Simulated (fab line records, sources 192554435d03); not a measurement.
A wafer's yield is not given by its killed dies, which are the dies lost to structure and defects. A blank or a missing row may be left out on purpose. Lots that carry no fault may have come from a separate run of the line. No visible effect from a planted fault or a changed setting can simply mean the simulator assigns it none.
Chamber matching -- flow n5-finfet -- rie-si-02 running N5_BEOL_M0_SAQP_MANDREL_ETCH_20: 4 sister chambers
The step etches a-Si in HBr/Cl2, stops on SiNx, target depth 60 nm, bt time 10 s, time 30 s. 18 wafers are shown with their chamber, then 9 later ones without.

WAFERS, EACH WITH ITS CHAMBER
wafer,chamber,throttle-valve-pct (%),drypump-motor-current-A (A),oes-product-au (a.u.)
L074.2,3,35.28,5.4,0.789
L074.3,1,34.86,6.2,0.777
L074.6,3,35.29,5.4,0.781
L077.2,0,35.30,5.7,0.747
L077.4,1,34.85,6.2,0.781
L077.6,3,35.30,5.4,0.774
L081.1,2,35.68,5.6,0.756
L081.2,0,35.28,5.7,0.766
L081.3,1,34.87,6.2,0.778
L081.4,3,35.28,5.4,0.788
L081.5,0,35.28,5.7,0.752
L081.6,3,35.29,5.4,0.789
L087.3,1,34.86,6.2,0.779
L087.5,2,35.70,5.5,0.760
L087.6,1,34.87,6.2,0.787
L088.2,2,35.72,5.5,0.746
L088.3,1,34.85,6.2,0.776
L088.6,1,34.84,6.2,0.793

SIGNATURES, as means of the wafers listed above
reading,chamber 0,chamber 1,chamber 2,chamber 3,scatter within a chamber
throttle-valve-pct,35.2867,34.8571,35.7000,35.2880,0.0122
drypump-motor-current-A,5.700,6.200,5.533,5.400,0.0218
oes-product-au,0.75500,0.78157,0.75400,0.78420,0.00709
Rule: distance of a wafer from a chamber = root of the sum over the readings of ((wafer's reading minus chamber's mean) / reading's scatter) squared. If the next closest chamber is less than 2 further off than the closest, the wafer can't be placed; otherwise it belongs to the closest. The scatter is the square root of a quotient: the sum, over the shown wafers, of each reading's squared deviation from its chamber's mean, divided by wafers minus chambers.

WAFERS WITH NO CHAMBER GIVEN
wafer,throttle-valve-pct (%),drypump-motor-current-A (A),oes-product-au (a.u.)
L091.2,34.88,6.2,0.765
L091.3,35.72,5.5,0.746
L091.6,34.89,6.2,0.771
L092.3,35.29,5.7,0.746
L092.5,35.28,5.7,0.749
L092.6,34.84,6.2,0.785
L093.1,35.70,5.5,0.751
L093.3,35.28,5.7,0.750
L093.5,35.71,5.5,0.749

CHAMBER TAKEN BY EACH
wafer,from the rows above,in truth
L091.2,1,1
L091.3,2,2
L091.6,1,1
L092.3,0,0
L092.5,0,0
L092.6,1,1
L093.1,2,2
L093.3,0,0
L093.5,2,2
Correctly placed: 9 of 9. Left unplaced by these rows: 0. Placed wrongly: 0.
